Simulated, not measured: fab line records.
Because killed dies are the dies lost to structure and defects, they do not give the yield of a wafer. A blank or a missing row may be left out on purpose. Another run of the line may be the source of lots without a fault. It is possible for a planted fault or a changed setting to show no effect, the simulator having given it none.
Which tool is to blame? -- flow nand harc -- 72 wafers from 24 lots sampled at 6 of the route's 1302 steps

## WHAT THE GAUGES SHOWED, per wafer
NHARC_P_M0_CD_MEAS_09: the cd target is 90 nm. Usual: cd nm reads 90.1 nm (standard deviation 0.53).
lot,measured,on,cd nm (nm),flag
L074,day 6 02:44,cd sem-02,89.8 89.4 89.7,
L076,day 6 21:47,cd sem-03,89.8 89.5 90.2,
L075,day 6 22:17,cd sem-01,89.4 90.0 89.7,
L077,day 7 10:27,cd sem-01,90.5 91.1 90.6,
L078,day 7 15:43,cd sem-02,90.2 90.2 90.4,
L079,day 8 07:51,cd sem-03,90.3 90.1 89.7,
L080,day 8 18:06,cd sem-01,89.8 90.1 90.8,
L081,day 8 23:11,cd sem-03,89.8 89.9 89.7,
L082,day 9 11:44,cd sem-03,90.0 90.3 90.4,
L083,day 9 22:40,cd sem-03,89.2 90.1 89.8,
L084,day 10 13:50,cd sem-03,90.5 89.8 90.2,
L085,day 10 14:49,cd sem-01,90.1 90.0 89.8,
L086,day 11 05:41,cd sem-03,90.9 91.1 90.9,
L087,day 11 11:56,cd sem-02,90.8 91.0 90.3,
L088,day 12 05:38,cd sem-02,89.8 90.1 89.8,
L089,day 12 06:38,cd sem-02,91.3 90.9 91.2,
L091,day 12 23:11,cd sem-01,90.3 90.2 90.0,
L090,day 12 23:48,cd sem-02,90.1 89.7 90.4,
L092,day 13 13:22,cd sem-01,89.6 89.8 89.8,
L093,day 13 20:46,cd sem-02,90.4 90.3 91.7,
L094,day 14 19:55,cd sem-03,89.8 90.4 89.9,
L095,day 15 04:34,cd sem-01,90.0 90.1 89.7,
L096,day 15 09:26,cd sem-02,90.1 89.4 89.8,
L097,day 15 16:11,cd sem-02,89.0 89.8 89.3,

NHARC_P_BONDPAD_THK_MEAS_33: measures by ellipsometry. Usual: thk nm reads 199.6 nm (standard deviation 1.3).
lot,measured,on,thk nm (nm),flag
L074,day 6 15:17,film metro-01,199.1 198.6 200.8,
L076,day 7 09:57,film metro-02,201.0 200.3 198.1,
L075,day 7 10:50,film metro-01,198.1 200.9 197.4,
L077,day 7 22:37,film metro-01,200.1 201.5 200.8,
L078,day 8 04:02,film metro-02,197.8 199.9 199.7,
L079,day 8 20:07,film metro-01,199.9 199.4 201.6,
L080,day 9 06:54,film metro-01,199.1 199.1 200.3,
L081,day 9 11:53,film metro-01,199.2 200.4 201.9,
L082,day 10 00:04,film metro-01,201.3 198.0 199.7,
L083,day 10 10:43,film metro-02,200.8 199.9 202.8,
L084,day 11 02:14,film metro-02,197.9 197.9 200.5,
L085,day 11 03:05,film metro-01,199.1 199.8 199.7,
L086,day 11 18:11,film metro-01,198.8 201.9 199.7,
L087,day 12 00:16,film metro-01,198.8 199.3 199.9,
L088,day 12 17:43,film metro-02,197.9 200.4 197.2,
L089,day 12 18:55,film metro-02,201.1 200.0 199.3,
L091,day 13 11:24,film metro-02,199.1 199.8 200.9,
L090,day 13 11:58,film metro-02,199.9 200.8 199.5,
L092,day 14 01:36,film metro-02,202.0 198.4 199.5,
L093,day 14 10:20,film metro-02,199.5 198.1 198.9,
L094,day 15 08:21,film metro-02,199.5 201.1 199.8,
L095,day 15 18:28,film metro-02,199.1 200.9 196.8,
L096,day 15 21:47,film metro-01,200.9 202.6 200.8,
L097,day 16 04:38,film metro-01,198.9 200.4 200.6,

## WHICH TOOL RAN EACH LOT (tool, then ch and the chambers of the sampled wafers, then the start)
lot,NHARC_P_M0_ANNEAL_30,NHARC_P_M0_CMP_23,NHARC_P_M1_PVD_21,NHARC_P_M2_STRIP_18
L074,"rtp anneal-01 ch 0, day 6 04:41","cmp-02 ch 0,2,3, day 6 05:05","pvd sputter-03, day 6 11:40 or earlier","rie diel-01 ch 0,3, day 6 11:40"
L076,"rtp anneal-01 ch 0, day 6 23:41","cmp-03 ch 0,1,2, day 6 23:59","pvd sputter-02, day 7 06:29 or earlier","rie diel-01 ch 0,3, day 7 06:29"
L075,"rtp anneal-01 ch 0, day 7 00:15","cmp-02 ch 0,3, day 7 00:29","pvd sputter-03, day 7 07:26 or earlier","rie diel-01 ch 0,1, day 7 07:26"
L077,"rtp anneal-01 ch 0, day 7 12:23","cmp-02 ch 1,3, day 7 12:39","pvd sputter-02, day 7 19:11 or earlier","rie diel-03 ch 1,2, day 7 19:11"
L078,"rtp anneal-02 ch 0, day 7 17:39","cmp-01 ch 0,2, day 7 17:59","pvd sputter-03, day 8 00:38 or earlier","rie diel-01 ch 0,3, day 8 00:38"
L079,"rtp anneal-01 ch 0, day 8 09:41","cmp-02 ch 1,2,3, day 8 10:06","pvd sputter-03, day 8 16:41 or earlier","rie diel-01 ch 1,3, day 8 16:41"
L080,"rtp anneal-01 ch 0, day 8 20:13","cmp-01 ch 0,2,3, day 8 20:37","pvd sputter-01, day 9 03:10 or earlier","rie diel-01 ch 0,3, day 9 03:10"
L081,"rtp anneal-01 ch 0, day 9 01:01","cmp-01 ch 0,1, day 9 01:22","pvd sputter-01, day 9 08:30 or earlier","rie diel-01 ch 0,1,2, day 9 08:30"
L082,"rtp anneal-02 ch 0, day 9 13:40","cmp-03 ch 1,2,3, day 9 14:01","pvd sputter-01, day 9 20:33 or earlier","rie diel-05 ch 1,2, day 9 20:33"
L083,"rtp anneal-02 ch 0, day 10 00:33","cmp-02 ch 0,3, day 10 00:51","pvd sputter-02, day 10 07:19 or earlier","rie diel-01 ch 1,2, day 10 07:19"
L084,"rtp anneal-01 ch 0, day 10 15:49","cmp-03 ch 2,3, day 10 16:03","pvd sputter-03, day 10 22:45 or earlier","rie diel-05 ch 0,1, day 10 22:45"
L085,"rtp anneal-01 ch 0, day 10 16:41","cmp-03 ch 1,3, day 10 17:03","pvd sputter-02, day 10 23:39 or earlier","rie diel-01 ch 2,3, day 10 23:39"
L086,"rtp anneal-02 ch 0, day 11 07:40","cmp-01 ch 1,2,3, day 11 07:58","pvd sputter-01, day 11 14:42 or earlier","rie diel-01 ch 0,1,2, day 11 14:42"
L087,"rtp anneal-01 ch 0, day 11 13:59","cmp-03 ch 0,1,2, day 11 14:17","pvd sputter-02, day 11 20:49 or earlier","rie diel-05 ch 0,1,2, day 11 20:49"
L088,"rtp anneal-01 ch 0, day 12 07:34","cmp-02 ch 0,1,2, day 12 07:49","pvd sputter-02, day 12 14:16 or earlier","rie diel-05 ch 1,2, day 12 14:16"
L089,"rtp anneal-02 ch 0, day 12 08:38","cmp-03 ch 0,1, day 12 08:50","pvd sputter-03, day 12 15:35 or earlier","rie diel-05 ch 0,2,3, day 12 15:35"
L091,"rtp anneal-01 ch 0, day 13 01:06","cmp-01 ch 0,1,3, day 13 01:28","pvd sputter-01, day 13 08:00 or earlier","rie diel-05 ch 0,1, day 13 08:00"
L090,"rtp anneal-01 ch 0, day 13 01:38","cmp-03 ch 0,2, day 13 02:01","pvd sputter-03, day 13 08:34 or earlier","rie diel-01 ch 1,3, day 13 08:34"
L092,"rtp anneal-01 ch 0, day 13 15:19","cmp-03 ch 1,3, day 13 15:33","pvd sputter-01, day 13 22:11 or earlier","rie diel-05 ch 0,1, day 13 22:11"
L093,"rtp anneal-01 ch 0, day 13 22:36","cmp-02 ch 1,2,3, day 13 22:56","pvd sputter-03, day 14 05:20 or earlier","rie diel-05 ch 0,1,3, day 14 05:20"
L094,"rtp anneal-02 ch 0, day 14 21:51","cmp-01 ch 0,1, day 14 22:08","pvd sputter-03, day 15 04:47 or earlier","rie diel-01 ch 0,1,2, day 15 04:47"
L095,"rtp anneal-01 ch 0, day 15 07:01","cmp-02 ch 0,2,3, day 15 07:20","pvd sputter-01, day 15 14:12 or earlier","rie diel-03 ch 1,2,3, day 15 14:12"
L096,"rtp anneal-01 ch 0, day 15 11:43","cmp-01 ch 0,1, day 15 12:00","pvd sputter-01, day 15 18:19 or earlier","rie diel-01 ch 0,2,3, day 15 18:19"
L097,"rtp anneal-01 ch 0, day 15 18:08","cmp-03 ch 0,1,3, day 15 18:26","pvd sputter-01, day 16 01:13 or earlier","rie diel-03 ch 2,3, day 16 01:13"
- NHARC_P_M0_ANNEAL_30: time 90 s.
- NHARC_P_M0_CMP_23: polishes, t overpolish 20 s, target thk 117.54 nm.
- NHARC_P_M1_PVD_21: deposits Cu, target thk 30 nm, time 20.49 s.
- NHARC_P_M2_STRIP_18: strips in N2/H2.

## AS READ BY THE TOOLS THEMSELVES (means over the sampled wafers that have a number; for cases with no such wafer, the mark the record gives instead)
NHARC_P_M0_ANNEAL_30. Usual: wafer_temp_C_max reads 225.9 (standard deviation 0.31).
lot,tool,wafer_temp_C_max,flag
L074,rtp anneal-01,225.8,
L076,rtp anneal-01,225.7,
L075,rtp anneal-01,225.8,
L077,rtp anneal-01,225.7,
L078,rtp anneal-02,226.5,
L079,rtp anneal-01,225.8,
L080,rtp anneal-01,225.8,
L081,rtp anneal-01,226.0,
L082,rtp anneal-02,226.2,
L083,rtp anneal-02,226.2,
L084,rtp anneal-01,225.7,
L085,rtp anneal-01,225.9,
L086,rtp anneal-02,226.1,
L087,rtp anneal-01,225.8,
L088,rtp anneal-01,225.7,
L089,rtp anneal-02,226.1,
L091,rtp anneal-01,225.6,
L090,rtp anneal-01,226.0,
L092,rtp anneal-01,225.8,
L093,rtp anneal-01,225.8,
L094,rtp anneal-02,226.2,
L095,rtp anneal-01,225.8,
L096,rtp anneal-01,225.7,
L097,rtp anneal-01,225.6,

NHARC_P_M0_CMP_23. Usual: motor current A 12.3 A, standard deviation 0.95; time to endpoint s 28.0 s, standard deviation 2.4.
lot,tool,motor current A (A),time to endpoint s (s),flag
L074,cmp-02,11.7,29.5,
L076,cmp-03,12.7,29.7,
L075,cmp-02,11.7,27.0,
L077,cmp-02,10.7,25.0,
L078,cmp-01,12.1,30.7,
L079,cmp-02,11.8,23.3,
L080,cmp-01,12.3,30.0,
L081,cmp-01,12.3,28.0,
L082,cmp-03,12.3,28.7,
L083,cmp-02,10.9,29.5,
L084,cmp-03,11.4,29.7,
L085,cmp-03,12.7,30.2,
L086,cmp-01,12.0,27.4,
L087,cmp-03,13.0,31.4,
L088,cmp-02,12.3,26.3,
L089,cmp-03,13.4,26.5,
L091,cmp-01,12.0,29.5,
L090,cmp-03,13.2,27.6,
L092,cmp-03,12.2,26.6,
L093,cmp-02,11.7,24.7,
L094,cmp-01,12.3,30.2,
L095,cmp-02,11.8,29.7,
L096,cmp-01,12.3,27.1,
L097,cmp-03,12.9,28.9,

NHARC_P_M1_PVD_21. Usual: chamber pressure pa 4.999 Pa, standard deviation 0.0097; throttle valve pct 29.7 %, standard deviation 0.95.
lot,tool,chamber pressure pa (Pa),throttle valve pct (%),flag
L074,pvd sputter-03,4.997,29.2,
L076,pvd sputter-02,5.003,29.7,
L075,pvd sputter-03,5.000,29.3,
L077,pvd sputter-02,5.010,30.7,
L078,pvd sputter-03,4.993,29.9,
L079,pvd sputter-03,5.000,30.0,
L080,pvd sputter-01,5.009,29.7,
L081,pvd sputter-01,5.003,28.9,
L082,pvd sputter-01,4.992,30.3,
L083,pvd sputter-02,5.000,29.7,
L084,pvd sputter-03,4.995,29.7,
L085,pvd sputter-02,5.006,30.2,
L086,pvd sputter-01,4.999,29.4,
L087,pvd sputter-02,4.993,29.9,
L088,pvd sputter-02,5.003,30.8,
L089,pvd sputter-03,4.994,29.1,
L091,pvd sputter-01,5.001,29.6,
L090,pvd sputter-03,4.994,30.2,
L092,pvd sputter-01,5.001,30.0,
L093,pvd sputter-03,5.000,30.1,
L094,pvd sputter-03,4.991,28.9,
L095,pvd sputter-01,5.000,29.5,
L096,pvd sputter-01,4.999,29.9,
L097,pvd sputter-01,4.997,29.5,

NHARC_P_M2_STRIP_18. Usual: drypump motor current A 5.5 A, standard deviation 0.45; oes product au 1.002 a.u., standard deviation 0.0085; rf vpp V 90.8 V, standard deviation 1; showerhead plenum p Torr 2.08 Torr, standard deviation 0.1; throttle valve pct 14.172 %, standard deviation 0.009.
lot,tool,drypump motor current A (A),oes product au (a.u.),rf vpp V (V),showerhead plenum p Torr (Torr),throttle valve pct (%),flag
L074,rie diel-01,5.0,1.005,92.1,2.18,14.174,
L076,rie diel-01,5.0,1.011,91.1,2.18,14.180,
L075,rie diel-01,5.1,0.988,91.4,2.15,14.176,
L077,rie diel-03,6.2,1.004,89.9,1.95,14.160,
L078,rie diel-01,5.1,1.004,91.9,2.15,14.173,
L079,rie diel-01,5.2,1.000,91.3,2.13,14.166,
L080,rie diel-01,5.0,1.004,92.0,2.17,14.171,
L081,rie diel-01,5.4,0.999,90.4,2.09,14.166,
L082,rie diel-05,5.7,0.998,91.9,2.13,14.162,
L083,rie diel-01,5.9,1.009,91.4,2.00,14.172,
L084,rie diel-05,5.3,1.004,90.5,2.10,14.181,
L085,rie diel-01,5.5,1.004,91.1,2.07,14.171,
L086,rie diel-01,5.5,1.007,90.5,2.09,14.169,
L087,rie diel-05,5.4,1.006,90.6,2.13,14.167,
L088,rie diel-05,5.5,1.005,91.4,2.10,14.170,
L089,rie diel-05,5.6,0.986,90.9,2.08,14.184,
L091,rie diel-05,5.2,0.999,91.7,2.13,14.167,
L090,rie diel-01,5.2,1.007,91.9,2.13,14.173,
L092,rie diel-05,5.2,1.000,90.1,2.13,14.177,
L093,rie diel-05,5.5,1.006,90.5,2.04,14.168,
L094,rie diel-01,5.4,1.001,90.6,2.09,14.168,
L095,rie diel-03,5.8,1.005,91.0,1.95,14.164,
L096,rie diel-01,5.5,1.003,91.1,2.09,14.170,
L097,rie diel-03,5.5,1.005,89.6,1.94,14.180,

## THE ANSWER, worked out from the rows above alone
Rule: a lot is off if the mean of its wafers that have a number lies more than 3 standard deviations from the usual mean. Also off: a lot with no number at a reading for which 4 or more lots have one. The other lots that the step has rows for count as sound. First the gauges in route order, then the tools' own readings, where a lot's mean is used as printed above. The first step at which some lot is off is used, and at that step the reading that is off furthest; a lot without a number counts as furthest.
No lot is off at any reading shown: from this, nothing can be told.

## WHAT THE SIMULATOR HAD PUT IN
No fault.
